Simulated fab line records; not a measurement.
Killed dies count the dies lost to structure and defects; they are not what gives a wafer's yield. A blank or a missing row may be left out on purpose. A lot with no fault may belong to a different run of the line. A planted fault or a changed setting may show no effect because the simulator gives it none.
A lot that was struck, set against a sound lot / flow n5 finfet / 27 steps out of a route of 1938
Sound: wafers L253.1, L253.3, L253.6. Wafers struck: L243.2, L243.4, L243.6. The cause is given at the end.
Order at every step that has rows: each side's tool, ch and its chambers, its first start. Under that, the readings that differ: sound wafers / struck wafers / difference of the means / sigmas: that difference in standard deviations of wafers without a fault.
alike: words and numbers the same on both sides, and readings whose means are apart by under 2 such deviations; not compared: readings that were withheld, readings missing a value for some wafer, numbers with overlapping values and no deviation given by the record, and bounds like >300 which may hide the same value.
The two part at a step that has a row with sigmas, a row that says differs or no value, or rows on one side only. When numbers do not overlap yet have no deviation, they are printed without sigmas and do not part them. Lack of a reading on every wafer of one side parts them only where that side has two or more wafers.

first, 11 steps without rows for these wafers: N5_FIN_SAQP_STRIP_53 (strips in N2/H2); N5_FIN_SAQP_HM_OPEN_73 (chemistry CHF3/O2, target SiO2, stops on a-Si, target depth 12 nm, time 16.8 s); N5_FIN_SAQP_STRIP_74 (strips in CHF3/O2); N5_FIN_SAQP_MANDREL_ETCH_22 (etches a-Si in HBr/Cl2, stops on SiNx, target depth 60 nm, bt time 10 s, time 30 s); N5_FIN_SAQP_STRIP_55 (strips in N2/H2); N5_FIN_SAQP_STRIP_23 (strips in SPM, time 750 s); N5_FIN_SAQP_SRD_66 (time 30 s); N5_FIN_SAQP_RECESS_75 (chemistry HF/NH3, target SiO2, target depth 14.4 nm, afs cycles 3, sublimation time 60 s); N5_FIN_SAQP_SPACER1_ALD_24 (deposits SiO2, target thk 20.3 nm, pulse time 1 s, purge time 2 s); N5_FIN_SAQP_SPACER1_ETCHBACK_25 (etches SiO2 in CHF3/O2, target depth 24.4 nm, time 12.2 s); N5_FIN_SAQP_MANDREL1_REMOVE_56 (chemistry HBr/Cl2/O2, target a-Si, stops on SiNx, bt time 10 s).
N5_FIN_SAQP_ETCH_57: etches SiNx in CH3F/O2, target depth 32.5 nm, time 46.4 s.
  sound on rie diel-06 ch 0,2,3, day 5 11:46; struck on rie diel-01 ch 0,1,3, day 3 00:43
  no value came back on the struck wafers for any of 8 readings (CH3F_flow_sccm (sccm), O2_flow_sccm (sccm) and others); on the sound wafers CH3F_flow_sccm (sccm) reads 30.07 30.13 29.96
  not compared: rf hours counter h
then, 1 step without rows for these wafers: N5_FIN_SAQP_ETCH_65 (etches SiO2 in CF4, target depth 4 nm, time 4.4 s).
N5_FIN_SAQP_MANDREL_ETCH_58: etches a-Si in HBr/Cl2, stops on SiNx, target depth 45 nm, bt time 10 s, time 27 s.
  sound on rie si-01 ch 2,3, day 5 11:55; struck on rie si-04 ch 1,3, day 3 00:51
reading=oes product au (a.u.); sound=0.697 0.719 0.700; struck=0.322 0.314 0.318; difference=-0.387; sigmas=-35
  alike: HBr_flow_sccm, bias w, drypump motor current A, he backside leak sccm, throttle valve pct
  not compared: rf hours counter h
then, 2 steps without rows for these wafers: N5_FIN_SAQP_RECESS_63 (chemistry HF/NH3, target SiO2, target depth 18 nm, afs cycles 3, sublimation time 60 s); N5_FIN_SAQP_COAT_68 (time 60 s, resist thk 100 nm).
N5_FIN_SAQP_ETCH_69: etches SOC in N2/H2, stops on SiNx, target depth 150 nm.
  sound on rie diel-04 ch 0,2, day 5 12:26; struck on rie diel-01 ch 0,2,3, day 3 01:23
reading=oes product au (a.u.); sound=0.72 0.70 0.72; struck=0.33 0.34 0.30; difference=-0.39; sigmas=-6
  alike: bias w, chamber pressure mTorr, drypump motor current A, rf vpp V, showerhead plenum p Torr, throttle valve pct
  not compared: rf hours counter h
then, 4 steps without rows for these wafers: N5_FIN_SAQP_ETCH_67 (etches SiNx in CH3F/O2, target depth 30 nm); N5_FIN_SAQP_STRIP_70 (strips in N2/H2); N5_FIN_SAQP_RECESS_71 (chemistry HF/NH3, target SiO2, target depth 3 nm, afs cycles 1, sublimation time 60 s); N5_FIN_SAQP_SPACER2_ALD_28 (deposits SiO2, target thk 8.1 nm, pulse time 1 s, purge time 2 s).
N5_FIN_SAQP_SPACER2_ETCHBACK_29: etches SiO2 in CHF3/O2, target depth 12.2 nm, time 6.1 s.
  sound on rie diel-06 ch 0,1, day 5 13:07; struck on rie diel-01 ch 0,2, day 3 02:01
reading=oes product au (a.u.); sound=0.87 0.76 0.76; struck=0.35 0.34 0.35; difference=-0.45; sigmas=-7
  alike: O2_flow_sccm, drypump motor current A, rf vpp V, showerhead plenum p Torr, throttle valve pct
  not compared: rf hours counter h
N5_FIN_SAQP_MANDREL2_REMOVE_60: chemistry HBr/Cl2/O2, target a-Si, stops on SiNx, bt time 10 s.
  sound on rie si-02 ch 0,2,3, day 5 13:12; struck on rie si-01 ch 1,2,3, day 3 02:05
reading=oes product au (a.u.); sound=1.006 1.006 1.035; struck=0.357 0.380 0.384; difference=-0.642; sigmas=-43
  alike: O2_flow_sccm, drypump motor current A, he backside leak sccm, throttle valve pct
  not compared: rf hours counter h
N5_FIN_SAQP_CD_MEAS_31 targets a cd of 8 nm.
  sound on cd sem-02 ch 0, day 5 13:18; struck on cd sem-03 ch 0, day 3 02:13
reading=cd nm (nm); sound=8.23 7.98 7.90; struck=- - -; difference=no value on the struck wafers; sigmas=
then, 1 step without rows for these wafers: N5_FIN_SAQP_HM_OPEN_33 (chemistry CH3F/O2, target SiNx, target depth 49.4 nm, time 70.6 s).
N5_BEOL_M4_RC_MEAS_101:
  the record has rows for the sound wafers here (prober-02 ch 0, day 13 02:58) and none for the struck ones
-- record jumps: 12 days separate the struck wafers' starts on either side; left off in module BEOL_M4, taken up again in module PASSIVATION, whose first shown step is the route's number 1936 --
N5_PASSIVATION_PROBE_49:
  record: rows for the struck wafers here (prober-02, day 15 12:52), none for the sound ones

== WHERE THEY PART ==
Last at N5_PASSIVATION_PROBE_49 as far as this record goes, first at N5_FIN_SAQP_ETCH_57.

WHY: whatever the simulator had introduced
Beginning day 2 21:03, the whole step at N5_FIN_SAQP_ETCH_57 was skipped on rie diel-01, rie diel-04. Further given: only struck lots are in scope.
